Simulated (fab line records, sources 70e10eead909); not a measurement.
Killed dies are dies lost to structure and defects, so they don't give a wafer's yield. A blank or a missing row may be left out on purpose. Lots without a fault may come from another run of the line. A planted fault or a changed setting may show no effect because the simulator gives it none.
Which tool did it? | flow nand_harc | 7 lots, 21 wafers sampled, at 4 steps of a route of 1302

WHAT THE GAUGES READ, wafer by wafer
NHARC_THIN_TSV_CD_MEAS_37.
lot  | measured     | on        | cd_nm (nm)
L799 | day 25 07:34 | cd_sem-01 | 4997.8 4997.6 4997.6
L803 | day 27 04:34 | cd_sem-02 | 4997.9 4997.8 5000.1
L805 | day 27 16:01 | cd_sem-02 | 4999.3 4996.2 4997.8
L808 | day 28 12:02 | cd_sem-03 | 4999.3 5000.6 4999.2
L812 | day 30 07:37 | cd_sem-03 | 5000.4 4999.2 4998.8
L817 | day 32 00:59 | cd_sem-01 | 4998.4 4997.6 4998.4
L820 | day 33 12:07 | cd_sem-01 | 4998.1 5001.9 5001.8

WHICH TOOL RAN EACH LOT (tool, then ch and the chambers of the sampled wafers, then the start)
lot  | NHARC_A_DECK1_JOINT_CMP_13    | NHARC_A_BONDPAD_PRE_CLEAN_26            | NHARC_A_BONDPAD_CMP_19
L799 | cmp-03 ch 1,2,3, day 12 06:20 | pvd_sputter-03, day 24 13:25 or earlier | cmp-02 ch 0,1,2, day 24 13:25
L803 | cmp-03 ch 0,1,3, day 13 23:29 | pvd_sputter-03, day 26 07:34 or earlier | cmp-03 ch 1,2,3, day 26 07:34
L805 | cmp-02 ch 0,1,3, day 14 23:27 | pvd_sputter-02, day 26 19:43 or earlier | cmp-02 ch 1,2, day 26 19:43
L808 | cmp-02 ch 0,1,3, day 15 20:59 | pvd_sputter-03, day 27 14:32 or earlier | cmp-03 ch 0,1,2, day 27 14:32
L812 | cmp-03 ch 0,1,2, day 17 14:19 | pvd_sputter-03, day 29 10:11 or earlier | cmp-02 ch 0,1, day 29 10:11
L817 | cmp-02 ch 0,1,3, day 19 11:46 | pvd_sputter-02, day 31 04:15 or earlier | cmp-03 ch 1,2,3, day 31 04:15
L820 | cmp-03 ch 1,2,3, day 20 19:17 | pvd_sputter-02, day 32 14:00 or earlier | cmp-02 ch 0,2,3, day 32 14:00
- NHARC_A_DECK1_JOINT_CMP_13: polishes, target thk 51.023 nm.
- NHARC_A_BONDPAD_PRE_CLEAN_26: time 30 s.
- NHARC_A_BONDPAD_CMP_19: polishes, t overpolish 30 s, cu recess touch 16 s, target thk 169.82 nm.

THE ANSWER, worked out from the rows above alone
Rule: what is usual is taken from the lots themselves. Put in order of their means at a reading, lots are off if they are a third of the lots or fewer, leave a main group of 4 or more, and stand apart from it by a gap of 3 or more times the standard deviation of the main group's means; of several such gaps the widest counts. A main group whose means are all the same, to the digits that the tables above print for the reading, isn't used. A lot without any number at a reading at which 4 lots or more have one is off too. The other lots that the step has rows for count as sound.
No lot is off at any reading shown: from this, nothing can be told.

WHAT THE SIMULATOR HAD PUT IN
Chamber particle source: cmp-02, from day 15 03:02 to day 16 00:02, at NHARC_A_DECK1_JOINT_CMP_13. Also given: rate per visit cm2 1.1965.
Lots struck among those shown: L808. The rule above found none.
